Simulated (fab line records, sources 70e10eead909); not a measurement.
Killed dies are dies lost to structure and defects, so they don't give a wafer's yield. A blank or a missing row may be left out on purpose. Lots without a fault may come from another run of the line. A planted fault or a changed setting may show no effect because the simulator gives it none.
One fault seen from 2 desks | flow nand_harc | each desk has only its own numbers; what lay behind them comes last

THE TOOL OWNER'S DESK: cmp-04
The tool's own readings at NHARC_P_M0_CMP_23 (polishes, t overpolish 20 s, target thk 117.54 nm): means of the sampled wafers that have a number, for each lot that ran on this tool. A lot is out of limits, marked OUT, if its mean lies more than 4 standard deviations from the usual mean; the brackets give that distance.
Columns: A = motor_current_A at NHARC_P_M0_CMP_23, usual 12.4 A; B = slurry_filter_dp_kPa at NHARC_P_M0_CMP_23, usual 13.49 kPa; C = time_to_endpoint_s at NHARC_P_M0_CMP_23, usual 28 s
lot  | first seen here | A    | B     | C
L325 | day 6 02:50     | 12.4 | 13.49 | 29
L330 | day 8 02:05     | 12.7 | 13.52 | 27
L333 | day 9 12:38     | 12.7 | 13.40 | 28
L339 | day 12 09:40    | 12.5 | 13.50 | 30
L343 | day 14 00:47    | 12.2 | 13.62 | 25
L346 | day 15 04:34    | 12.7 | 13.40 | 26
This desk's finding: nothing out of limits on any of the 6 lots.

THE DEFECT DESK
What the inspections along the route counted, lot by lot: means of the sampled wafers that have a number. A lot is out of limits, marked OUT, if its mean lies more than 4 standard deviations from the usual mean; the brackets give that distance.
Columns: A = raw_defect_count at NHARC_P_M0_INSPECT_27, usual 279; B = raw_defect_count at NHARC_P_M1_INSPECT_11, usual 4.5
lot  | first seen here | A   | B
L325 | day 6 03:14     | 237 | 4.3
L330 | day 8 02:34     | 531 | 342.0 (+99 or more) OUT
L333 | day 9 13:03     | 645 | 352.0 (+99 or more) OUT
L338 | day 11 08:56    | 196 | 2.3
L339 | day 12 10:08    | 261 | 3.3
L342 | day 13 11:33    | 464 | 2.0
L341 | day 13 12:31    | 355 | 3.7
L344 | day 14 00:22    | 179 | 2.7
L343 | day 14 01:15    | 254 | 1.3
L346 | day 15 05:02    | 193 | 2.7
L348 | day 15 10:54    | 411 | 4.0
This desk's finding: out of limits on L330, L333; first on L330, day 8 04:05 (raw_defect_count at NHARC_P_M1_INSPECT_11). In limits: L325, L338, L339, L342, L341, L344, L343, L346, L348.

PUT TOGETHER
The defect desk could have raised an alarm at day 8 04:05, on L330, L333.
The tool owner's desk saw nothing out of limits.
The tool owner's desk has L330, L333 on record, within its limits.
Of the lots named, all ran NHARC_P_M0_CMP_23 on cmp-04.

WHAT THE SIMULATOR HAD PUT IN
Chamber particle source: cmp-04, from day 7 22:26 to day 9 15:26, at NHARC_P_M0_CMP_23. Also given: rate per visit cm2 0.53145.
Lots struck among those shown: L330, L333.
Hours from the fault's start to each desk's first reading out of limits: the defect desk, 6.
